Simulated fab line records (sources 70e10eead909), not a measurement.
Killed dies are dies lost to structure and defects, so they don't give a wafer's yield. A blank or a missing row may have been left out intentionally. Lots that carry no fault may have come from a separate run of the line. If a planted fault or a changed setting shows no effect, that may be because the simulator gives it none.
Which tool was responsible?    flow nand-harc    24 lots with 72 wafers sampled at 6 steps, on a route of 1302 steps

## WHAT THE GAUGES READ, wafer by wafer
Not one reading of a measure or inspect step in the record can be checked against a usual standard deviation.

## WHAT TOOL EACH LOT RAN ON (gives the tool, then ch and the chambers of the sampled wafers, and finally the start)
lot   NHARC_A_STAIRCASE_ETCH_23                      NHARC_A_STAIRCASE_TRIM_189                     NHARC_A_STAIRCASE_ETCH_190                     NHARC_A_STAIRCASE_ETCH_227                     NHARC_A_STAIRCASE_TRIM_233                     NHARC_A_STAIRCASE_DEP_259
L074  rie-diel-03 ch 0,2, day 16 10:46 or earlier    rie-diel-10 ch 0,1, day 16 10:46 or earlier    rie-diel-10 ch 0,2,3, day 16 10:46 or earlier  rie-diel-08 ch 0,1,3, day 16 10:46 or earlier  rie-diel-10 ch 1,2, day 16 10:46 or earlier    pecvd-01 ch 0,2, day 16 10:46
L075  rie-diel-03 ch 1,2,3, day 17 07:08 or earlier  rie-diel-10 ch 1,2,3, day 17 07:08 or earlier  rie-diel-10 ch 0,1, day 17 07:08 or earlier    rie-diel-03 ch 0,1, day 17 07:08 or earlier    rie-diel-10 ch 0,1, day 17 07:08 or earlier    pecvd-01 ch 0,1, day 17 07:08
L076  rie-diel-10 ch 0,3, day 17 05:59 or earlier    rie-diel-03 ch 2,3, day 17 05:59 or earlier    rie-diel-03 ch 0,1, day 17 05:59 or earlier    rie-diel-10 ch 1,2,3, day 17 05:59 or earlier  rie-diel-10 ch 0,1, day 17 05:59 or earlier    pecvd-03 ch 0,1, day 17 05:59
L077  rie-diel-10 ch 0,1,3, day 17 11:37 or earlier  rie-diel-08 ch 2,3, day 17 11:37 or earlier    rie-diel-08 ch 1,2, day 17 11:37 or earlier    rie-diel-08 ch 1,2, day 17 11:37 or earlier    rie-diel-08 ch 1,2,3, day 17 11:37 or earlier  pecvd-03 ch 2, day 17 11:37
L078  rie-diel-08 ch 2,3, day 18 03:05 or earlier    rie-diel-08 ch 2,3, day 18 03:05 or earlier    rie-diel-08 ch 0,3, day 18 03:05 or earlier    rie-diel-08 ch 0,1,2, day 18 03:05 or earlier  rie-diel-08 ch 2,3, day 18 03:05 or earlier    pecvd-03 ch 0,1, day 18 03:05
L079  rie-diel-03 ch 1,3, day 18 17:00 or earlier    rie-diel-03 ch 1,3, day 18 17:00 or earlier    rie-diel-03 ch 1,3, day 18 17:00 or earlier    rie-diel-08 ch 0,1, day 18 17:00 or earlier    rie-diel-08 ch 0,3, day 18 17:00 or earlier    pecvd-02 ch 1,2, day 18 17:00
L080  rie-diel-03 ch 0,2, day 18 16:49 or earlier    rie-diel-08 ch 0,1,3, day 18 16:49 or earlier  rie-diel-08 ch 0,3, day 18 16:49 or earlier    rie-diel-10 ch 2,3, day 18 16:49 or earlier    rie-diel-10 ch 1,3, day 18 16:49 or earlier    pecvd-01 ch 0,1,2, day 18 16:49
L081  rie-diel-08 ch 0,3, day 19 11:08 or earlier    rie-diel-03 ch 0,1,2, day 19 11:08 or earlier  rie-diel-03 ch 0,1, day 19 11:08 or earlier    rie-diel-08 ch 0,1,3, day 19 11:08 or earlier  rie-diel-03 ch 0,3, day 19 11:08 or earlier    pecvd-01 ch 0,2, day 19 11:08
L082  rie-diel-08 ch 1,2, day 20 04:44 or earlier    rie-diel-08 ch 0,1,2, day 20 04:44 or earlier  rie-diel-08 ch 0,1, day 20 04:44 or earlier    rie-diel-03 ch 0,1, day 20 04:44 or earlier    rie-diel-08 ch 0,2,3, day 20 04:44 or earlier  pecvd-01 ch 0,1,2, day 20 04:44
L083  rie-diel-10 ch 0,2,3, day 20 19:39 or earlier  rie-diel-10 ch 0,1,2, day 20 19:39 or earlier  rie-diel-10 ch 0,1,2, day 20 19:39 or earlier  rie-diel-03 ch 0,1,3, day 20 19:39 or earlier  rie-diel-10 ch 0,1,2, day 20 19:39 or earlier  pecvd-03 ch 0,1,2, day 20 19:39
L085  rie-diel-08 ch 1,3, day 20 23:46 or earlier    rie-diel-10 ch 2,3, day 20 23:46 or earlier    rie-diel-10 ch 0,3, day 20 23:46 or earlier    rie-diel-03 ch 0,3, day 20 23:46 or earlier    rie-diel-03 ch 0,2,3, day 20 23:46 or earlier  pecvd-03 ch 0,2, day 20 23:46
L086  rie-diel-10 ch 0,1,3, day 21 00:44 or earlier  rie-diel-08 ch 0,1,3, day 21 00:44 or earlier  rie-diel-08 ch 0,3, day 21 00:44 or earlier    rie-diel-08 ch 0,1, day 21 00:44 or earlier    rie-diel-08 ch 1,2,3, day 21 00:44 or earlier  pecvd-01 ch 1,2, day 21 00:44
L084  rie-diel-10 ch 0,3, day 21 05:33 or earlier    rie-diel-10 ch 0,2,3, day 21 05:33 or earlier  rie-diel-10 ch 0,1,3, day 21 05:33 or earlier  rie-diel-08 ch 1,2,3, day 21 05:33 or earlier  rie-diel-08 ch 1,3, day 21 05:33 or earlier    pecvd-03 ch 0,1,2, day 21 05:33
L087  rie-diel-03 ch 0,2,3, day 21 21:19 or earlier  rie-diel-10 ch 0,1,2, day 21 21:19 or earlier  rie-diel-10 ch 0,1,3, day 21 21:19 or earlier  rie-diel-08 ch 0,2,3, day 21 21:19 or earlier  rie-diel-03 ch 1,2,3, day 21 21:19 or earlier  pecvd-02 ch 0,2, day 21 21:19
L088  rie-diel-08 ch 0,2,3, day 22 17:08 or earlier  rie-diel-10 ch 0,2,3, day 22 17:08 or earlier  rie-diel-10 ch 1,3, day 22 17:08 or earlier    rie-diel-10 ch 1,3, day 22 17:08 or earlier    rie-diel-08 ch 1,2,3, day 22 17:08 or earlier  pecvd-03 ch 1,2, day 22 17:08
L091  rie-diel-03 ch 1,2, day 22 22:42 or earlier    rie-diel-03 ch 0,3, day 22 22:42 or earlier    rie-diel-03 ch 0,1,3, day 22 22:42 or earlier  rie-diel-08 ch 0,3, day 22 22:42 or earlier    rie-diel-08 ch 1,2,3, day 22 22:42 or earlier  pecvd-03 ch 0,1,2, day 22 22:42
L089  rie-diel-10 ch 1,2, day 23 08:40 or earlier    rie-diel-03 ch 1,3, day 23 08:40 or earlier    rie-diel-03 ch 0,2,3, day 23 08:40 or earlier  rie-diel-10 ch 0,1,3, day 23 08:40 or earlier  rie-diel-08 ch 2,3, day 23 08:40 or earlier    pecvd-01 ch 0,1, day 23 08:40
L092  rie-diel-10 ch 1,2,3, day 23 10:12 or earlier  rie-diel-08 ch 0,1,3, day 23 10:12 or earlier  rie-diel-08 ch 1,2,3, day 23 10:12 or earlier  rie-diel-10 ch 0,1, day 23 10:12 or earlier    rie-diel-10 ch 1,2,3, day 23 10:12 or earlier  pecvd-01 ch 0,1, day 23 10:12
L090  rie-diel-08 ch 0,1, day 23 10:37 or earlier    rie-diel-08 ch 1,2,3, day 23 10:37 or earlier  rie-diel-08 ch 0,2,3, day 23 10:37 or earlier  rie-diel-08 ch 0,2,3, day 23 10:37 or earlier  rie-diel-03 ch 0,1, day 23 10:37 or earlier    pecvd-01 ch 0,1,2, day 23 10:37
L093  rie-diel-03 ch 0,1,2, day 24 08:07 or earlier  rie-diel-03 ch 0,2,3, day 24 08:07 or earlier  rie-diel-03 ch 0,1,3, day 24 08:07 or earlier  rie-diel-03 ch 1,2,3, day 24 08:07 or earlier  rie-diel-03 ch 0,2,3, day 24 08:07 or earlier  pecvd-02 ch 0,1,2, day 24 08:07
L094  rie-diel-03 ch 0,1,2, day 24 19:29 or earlier  rie-diel-08 ch 1,2,3, day 24 19:29 or earlier  rie-diel-08 ch 1,2, day 24 19:29 or earlier    rie-diel-10 ch 0,2, day 24 19:29 or earlier    rie-diel-03 ch 1,2,3, day 24 19:29 or earlier  pecvd-03 ch 0,2, day 24 19:29
L095  rie-diel-03 ch 0,1,2, day 25 09:52 or earlier  rie-diel-03 ch 1,2, day 25 09:52 or earlier    rie-diel-03 ch 0,1,2, day 25 09:52 or earlier  rie-diel-10 ch 1,2,3, day 25 09:52 or earlier  rie-diel-03 ch 0,2,3, day 25 09:52 or earlier  pecvd-01 ch 0,1, day 25 09:52
L096  rie-diel-10 ch 1,2, day 25 10:14 or earlier    rie-diel-03 ch 2,3, day 25 10:14 or earlier    rie-diel-03 ch 1,2, day 25 10:14 or earlier    rie-diel-10 ch 0,3, day 25 10:14 or earlier    rie-diel-10 ch 0,1, day 25 10:14 or earlier    pecvd-02 ch 0,2, day 25 10:14
L097  rie-diel-03 ch 1,2,3, day 25 20:26 or earlier  rie-diel-03 ch 1,2,3, day 25 20:26 or earlier  rie-diel-03 ch 0,1,3, day 25 20:26 or earlier  rie-diel-08 ch 0,1,3, day 25 20:26 or earlier  rie-diel-03 ch 0,1, day 25 20:26 or earlier    pecvd-01 ch 0,2, day 25 20:26
- NHARC_A_STAIRCASE_ETCH_23: etches the open film in C4F8/O2, target depth 100 nm, time 40.5 s.
- NHARC_A_STAIRCASE_TRIM_189: chemistry O2, time 211.2 s.
- NHARC_A_STAIRCASE_ETCH_190: etches the open film in C4F8/O2, target depth 100 nm, time 40.5 s.
- NHARC_A_STAIRCASE_ETCH_227: etches the open film in C4F8/O2, target depth 100 nm, time 40.5 s.
- NHARC_A_STAIRCASE_TRIM_233: chemistry O2, time 211.2 s.
- NHARC_A_STAIRCASE_DEP_259: deposits SiON, target thk 30 nm.

## WHAT THE TOOLS THEMSELVES READ (means of the sampled wafers that have a number; where no wafer has one, the mark that the record gives instead)
NHARC_A_STAIRCASE_ETCH_23. Usual: bias-w 1000 W, standard deviation 3.2; oes-product-au 0.945 a.u., standard deviation 0.012; rf-vpp-V 896 V, standard deviation 6.7.
lot   tool         bias-w (W)  oes-product-au (a.u.)  rf-vpp-V (V)  flag
L074  rie-diel-03  1001        0.937                  897           
L075  rie-diel-03  1001        0.932                  890           
L076  rie-diel-10  1002        0.956                  889           
L077  rie-diel-10  998         0.942                  890           
L078  rie-diel-08  1003        0.954                  892           
L079  rie-diel-03  1001        0.937                  893           
L080  rie-diel-03  998         0.935                  896           
L081  rie-diel-08  1000        0.940                  893           
L082  rie-diel-08  1002        0.939                  901           
L083  rie-diel-10  998         0.946                  898           
L085  rie-diel-08  1002        0.945                  897           
L086  rie-diel-10  1004        0.947                  894           
L084  rie-diel-10  1001        0.948                  896           
L087  rie-diel-03  1001        0.950                  901           
L088  rie-diel-08  1000        0.957                  896           
L091  rie-diel-03  998         0.937                  899           
L089  rie-diel-10  998         0.945                  890           
L092  rie-diel-10  1000        0.955                  896           
L090  rie-diel-08  998         0.928                  899           
L093  rie-diel-03  998         0.937                  899           
L094  rie-diel-03  998         0.931                  898           
L095  rie-diel-03  999         0.944                  898           
L096  rie-diel-10  1002        0.945                  892           
L097  rie-diel-03  1001        0.950                  897           

NHARC_A_STAIRCASE_TRIM_189. Usual: drypump-motor-current-A 5.8 A, standard deviation 0.35; oes-product-au 0.999 a.u., standard deviation 0.011; rf-vpp-V 57.8 V, standard deviation 0.95; showerhead-plenum-p-Torr 3.52 Torr, standard deviation 0.18; throttle-valve-pct 17.036 %, standard deviation 0.0081.
lot   tool         drypump-motor-current-A (A)  oes-product-au (a.u.)  rf-vpp-V (V)  showerhead-plenum-p-Torr (Torr)  throttle-valve-pct (%)  flag
L074  rie-diel-10  5.8                          0.998                  57.5          3.37                             17.039                  
L075  rie-diel-10  5.5                          1.018                  57.3          3.38                             17.037                  
L076  rie-diel-03  5.7                          0.988                  58.0          3.36                             17.041                  
L077  rie-diel-08  6.0                          0.999                  56.8          3.54                             17.039                  
L078  rie-diel-08  6.1                          1.007                  57.6          3.43                             17.037                  
L079  rie-diel-03  5.8                          0.980                  57.1          3.46                             17.034                  
L080  rie-diel-08  6.0                          0.997                  58.4          3.54                             17.041                  
L081  rie-diel-03  5.8                          0.990                  58.1          3.43                             17.033                  
L082  rie-diel-08  5.8                          1.004                  57.9          3.65                             17.041                  
L083  rie-diel-10  5.4                          0.996                  58.6          3.43                             17.042                  
L085  rie-diel-10  5.2                          0.991                  57.8          3.61                             17.036                  
L086  rie-diel-08  6.0                          1.003                  57.7          3.53                             17.039                  
L084  rie-diel-10  5.3                          0.991                  58.1          3.58                             17.039                  
L087  rie-diel-10  5.4                          0.992                  57.5          3.42                             17.035                  
L088  rie-diel-10  5.3                          0.999                  57.3          3.58                             17.043                  
L091  rie-diel-03  5.6                          1.002                  58.9          3.57                             17.022                  
L089  rie-diel-03  6.1                          0.981                  56.9          3.37                             17.034                  
L092  rie-diel-08  6.0                          0.999                  58.3          3.52                             17.033                  
L090  rie-diel-08  6.0                          1.011                  57.2          3.51                             17.032                  
L093  rie-diel-03  5.6                          1.000                  57.8          3.66                             17.035                  
L094  rie-diel-08  6.0                          1.009                  58.0          3.68                             17.040                  
L095  rie-diel-03  6.1                          0.999                  58.2          3.46                             17.036                  
L096  rie-diel-03  5.7                          0.994                  58.0          3.69                             17.036                  
L097  rie-diel-03  5.9                          0.999                  57.7          3.52                             17.033                  

NHARC_A_STAIRCASE_ETCH_190. Usual: bias-w 999.8 W, standard deviation 2.9; oes-product-au 0.943 a.u., standard deviation 0.014; rf-vpp-V 896 V, standard deviation 6.6.
lot   tool         bias-w (W)  oes-product-au (a.u.)  rf-vpp-V (V)  flag
L074  rie-diel-10  998.5       0.947                  892           
L075  rie-diel-10  999.0       0.962                  890           
L076  rie-diel-03  997.8       0.923                  892           
L077  rie-diel-08  1000.6      0.954                  901           
L078  rie-diel-08  998.4       0.952                  897           
L079  rie-diel-03  1001.0      0.935                  894           
L080  rie-diel-08  997.6       0.946                  893           
L081  rie-diel-03  1000.4      0.926                  898           
L082  rie-diel-08  999.3       0.935                  900           
L083  rie-diel-10  1001.1      0.934                  892           
L085  rie-diel-10  999.2       0.953                  897           
L086  rie-diel-08  997.5       0.946                  892           
L084  rie-diel-10  999.5       0.945                  895           
L087  rie-diel-10  1001.0      0.942                  895           
L088  rie-diel-10  997.5       0.938                  899           
L091  rie-diel-03  999.8       0.930                  894           
L089  rie-diel-03  998.3       0.936                  900           
L092  rie-diel-08  1002.4      0.956                  895           
L090  rie-diel-08  998.8       0.955                  896           
L093  rie-diel-03  999.1       0.942                  894           
L094  rie-diel-08  1002.4      0.943                  898           
L095  rie-diel-03  1001.8      0.944                  897           
L096  rie-diel-03  997.2       0.931                  893           
L097  rie-diel-03  1002.7      0.945                  894           

NHARC_A_STAIRCASE_ETCH_227. Usual: bias-w 1000 W, standard deviation 3; oes-product-au 0.943 a.u., standard deviation 0.011; rf-vpp-V 896 V, standard deviation 6.2.
lot   tool         bias-w (W)  oes-product-au (a.u.)  rf-vpp-V (V)  flag
L074  rie-diel-08  998         0.945                  896           
L075  rie-diel-03  999         0.933                  899           
L076  rie-diel-10  998         0.943                  891           
L077  rie-diel-08  1001        0.947                  900           
L078  rie-diel-08  1002        0.948                  900           
L079  rie-diel-08  1003        0.941                  901           
L080  rie-diel-10  999         0.939                  892           
L081  rie-diel-08  1002        0.943                  896           
L082  rie-diel-03  1000        0.948                  897           
L083  rie-diel-03  1003        0.930                  894           
L085  rie-diel-03  998         0.943                  897           
L086  rie-diel-08  998         0.946                  900           
L084  rie-diel-08  1000        0.948                  895           
L087  rie-diel-08  998         0.959                  895           
L088  rie-diel-10  998         0.943                  899           
L091  rie-diel-08  998         0.948                  897           
L089  rie-diel-10  1000        0.930                  895           
L092  rie-diel-10  1001        0.944                  888           
L090  rie-diel-08  997         0.954                  897           
L093  rie-diel-03  998         0.933                  896           
L094  rie-diel-10  1004        0.946                  894           
L095  rie-diel-10  1000        0.939                  894           
L096  rie-diel-10  1000        0.938                  901           
L097  rie-diel-08  1000        0.951                  902           

NHARC_A_STAIRCASE_TRIM_233. Usual: drypump-motor-current-A 5.8 A, standard deviation 0.36; oes-product-au 1.001 a.u., standard deviation 0.011; rf-vpp-V 57.8 V, standard deviation 0.93; showerhead-plenum-p-Torr 3.52 Torr, standard deviation 0.17; throttle-valve-pct 17.036 %, standard deviation 0.0081.
lot   tool         drypump-motor-current-A (A)  oes-product-au (a.u.)  rf-vpp-V (V)  showerhead-plenum-p-Torr (Torr)  throttle-valve-pct (%)  flag
L074  rie-diel-10  5.7                          1.005                  57.7          3.40                             17.035                  
L075  rie-diel-10  5.5                          1.001                  58.4          3.41                             17.034                  
L076  rie-diel-10  5.7                          0.991                  57.8          3.37                             17.040                  
L077  rie-diel-08  6.0                          1.001                  58.4          3.54                             17.040                  
L078  rie-diel-08  6.0                          1.014                  58.3          3.54                             17.033                  
L079  rie-diel-08  6.2                          1.003                  57.0          3.43                             17.037                  
L080  rie-diel-10  5.7                          1.002                  57.8          3.28                             17.044                  
L081  rie-diel-03  5.6                          0.980                  58.2          3.58                             17.029                  
L082  rie-diel-08  6.0                          1.002                  57.8          3.54                             17.032                  
L083  rie-diel-10  5.4                          0.994                  56.3          3.42                             17.033                  
L085  rie-diel-03  5.6                          1.011                  58.3          3.68                             17.037                  
L086  rie-diel-08  6.0                          1.007                  58.0          3.52                             17.035                  
L084  rie-diel-08  6.2                          0.994                  57.9          3.40                             17.041                  
L087  rie-diel-03  5.8                          1.004                  57.8          3.54                             17.040                  
L088  rie-diel-08  6.0                          0.996                  57.4          3.52                             17.031                  
L091  rie-diel-08  6.0                          1.007                  57.9          3.51                             17.038                  
L089  rie-diel-08  6.0                          1.020                  58.0          3.52                             17.039                  
L092  rie-diel-10  5.5                          0.995                  57.2          3.53                             17.038                  
L090  rie-diel-03  5.8                          0.997                  58.2          3.56                             17.030                  
L093  rie-diel-03  5.6                          1.000                  58.2          3.66                             17.040                  
L094  rie-diel-03  5.9                          0.989                  58.3          3.53                             17.038                  
L095  rie-diel-03  5.6                          1.007                  58.3          3.66                             17.032                  
L096  rie-diel-10  5.7                          1.012                  57.0          3.33                             17.040                  
L097  rie-diel-03  5.8                          1.009                  57.8          3.55                             17.037                  

NHARC_A_STAIRCASE_DEP_259. Usual: 798 W for heater-power-w, sd 110.
lot   tool      heater-power-w (W)  flag
L074  pecvd-01  797                 
L075  pecvd-01  890                 
L076  pecvd-03  819                 
L077  pecvd-03  704                 
L078  pecvd-03  832                 
L079  pecvd-02  703                 
L080  pecvd-01  781                 
L081  pecvd-01  764                 
L082  pecvd-01  769                 
L083  pecvd-03  776                 
L085  pecvd-03  725                 
L086  pecvd-01  798                 
L084  pecvd-03  786                 
L087  pecvd-02  749                 
L088  pecvd-03  725                 
L091  pecvd-03  781                 
L089  pecvd-01  918                 
L092  pecvd-01  942                 
L090  pecvd-01  817                 
L093  pecvd-02  821                 
L094  pecvd-03  787                 
L095  pecvd-01  877                 
L096  pecvd-02  740                 
L097  pecvd-01  705                 

## THE ANSWER, worked out from the rows above alone
Rule: a lot is off if the mean of its wafers that have a number lies more than 3 standard deviations from the usual mean. A lot without any number at a reading at which 4 lots or more have one is off too. Where the step has rows for the other lots, those lots are counted as sound. After the gauges, taken in route order, come the tools' own readings; for these a lot's mean is taken, as printed above. The first step at which some lot is off is used, and at that step the reading that is off furthest; a lot without a number counts as furthest.
None of the lots is off at any reading shown; this tells nothing.

## WHAT THE SIMULATOR PUT IN
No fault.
